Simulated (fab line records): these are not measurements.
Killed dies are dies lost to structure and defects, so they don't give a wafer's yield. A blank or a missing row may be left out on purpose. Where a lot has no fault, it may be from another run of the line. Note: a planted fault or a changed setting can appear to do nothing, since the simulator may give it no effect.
Which tool is to blame? + flow n5 finfet + Sampling: 12 lots, 36 wafers, 5 of 1938 route steps

== WHAT EACH GAUGE READ, for each wafer ==
N5_BEOL_M6_CD_MEAS_18: pitch 80 nm, target cd 40 nm.
| lot  | measured     | on        | cd nm (nm)     |
|------|--------------|-----------|----------------|
| L075 | day 8 14:25  | cd sem-03 | 40.7 40.2 40.9 |
| L078 | day 9 01:52  | cd sem-02 | 40.5 41.1 41.1 |
| L079 | day 9 14:08  | cd sem-01 | 38.6 40.6 38.4 |
| L081 | day 10 09:30 | cd sem-02 | 40.0 40.2 39.5 |
| L083 | day 11 08:14 | cd sem-01 | 39.9 39.3 40.9 |
| L085 | day 11 19:54 | cd sem-03 | 39.8 40.3 40.1 |
| L088 | day 11 23:20 | cd sem-02 | 39.2 39.5 38.4 |
| L089 | day 12 04:52 | cd sem-01 | 38.5 38.7 39.0 |
| L091 | day 13 05:16 | cd sem-02 | 40.2 39.0 39.9 |
| L094 | day 13 11:57 | cd sem-03 | 39.9 39.4 39.5 |
| L095 | day 14 07:38 | cd sem-02 | 40.3 40.4 39.8 |
| L097 | day 14 12:45 | cd sem-03 | 39.0 39.8 39.2 |

== EACH LOT AND THE TOOL THAT RAN IT (in order: tool; ch and the chambers of the sampled wafers; start) ==
| lot  | N5_BEOL_M5_ANNEAL_84         | N5_BEOL_M5_ANNEAL_51             | N5_BEOL_M6_ILD_DEP_00           | N5_BEOL_M6_HM_DEP_02         |
|------|------------------------------|----------------------------------|---------------------------------|------------------------------|
| L075 | pvd sputter-02, day 8 07:43  | rtp anneal-01 ch 0, day 8 10:03  | pecvd-04 ch 1,2, day 8 10:56    | pvd sputter-02, day 8 13:30  |
| L078 | pvd sputter-03, day 8 20:05  | rtp anneal-02 ch 0, day 8 22:22  | pecvd-01 ch 0,1,2, day 8 23:17  | pvd sputter-03, day 9 00:57  |
| L079 | pvd sputter-02, day 9 07:37  | rtp anneal-01 ch 0, day 9 09:55  | pecvd-01 ch 0, day 9 10:50      | pvd sputter-02, day 9 12:35  |
| L081 | pvd sputter-01, day 10 03:56 | rtp anneal-02 ch 0, day 10 06:14 | pecvd-01 ch 0,1, day 10 07:09   | pvd sputter-03, day 10 08:27 |
| L083 | pvd sputter-03, day 11 01:55 | rtp anneal-01 ch 0, day 11 04:27 | pecvd-01 ch 1,2, day 11 05:22   | pvd sputter-03, day 11 07:05 |
| L085 | pvd sputter-03, day 11 14:27 | rtp anneal-01 ch 0, day 11 16:50 | pecvd-04 ch 0,1,2, day 11 17:56 | pvd sputter-01, day 11 18:52 |
| L088 | pvd sputter-02, day 11 16:10 | rtp anneal-02 ch 0, day 11 18:28 | pecvd-04 ch 0,1,2, day 11 19:50 | pvd sputter-03, day 11 22:10 |
| L089 | pvd sputter-02, day 11 21:46 | rtp anneal-01 ch 0, day 12 00:04 | pecvd-02 ch 1,2, day 12 01:45   | pvd sputter-03, day 12 03:56 |
| L091 | pvd sputter-03, day 12 22:37 | rtp anneal-01 ch 0, day 13 01:08 | pecvd-04 ch 1,2, day 13 02:00   | pvd sputter-02, day 13 04:20 |
| L094 | pvd sputter-02, day 13 06:54 | rtp anneal-02 ch 0, day 13 09:14 | pecvd-01 ch 0,1,2, day 13 10:09 | pvd sputter-03, day 13 10:55 |
| L095 | pvd sputter-02, day 13 23:39 | rtp anneal-02 ch 0, day 14 01:56 | pecvd-01 ch 0,1,2, day 14 02:52 | pvd sputter-02, day 14 05:16 |
| L097 | pvd sputter-01, day 14 03:31 | rtp anneal-02 ch 0, day 14 06:01 | pecvd-04 ch 1,2, day 14 06:56   | pvd sputter-03, day 14 11:19 |
- N5_BEOL_M5_ANNEAL_84: time 1800 s.
- N5_BEOL_M5_ANNEAL_51: time 90 s.
- N5_BEOL_M6_ILD_DEP_00: deposits SiCOH lowk from DEMS/porogen, target thk 179.75 nm, time 33.4 s.
- N5_BEOL_M6_HM_DEP_02: deposits TiN, target thk 20 nm.

== THE ANSWER, worked out from the rows above alone ==
Rule: what is usual is taken from the lots themselves. Put in order of their means at a reading, lots are off if they are a third of the lots or fewer, leave a main group of 4 or more, and stand apart from it by a gap of 3 or more times the standard deviation of the main group's means; of several such gaps the widest counts. A main group is skipped when, at the precision printed for the reading in the tables above, its means are all equal. A lot without any number at a reading at which 4 lots or more have one is off too. All remaining lots with rows at the step are treated as sound.
No lot is off on any of the readings shown, so nothing can be concluded from this.

== WHAT THE SIMULATOR HAD INSERTED ==
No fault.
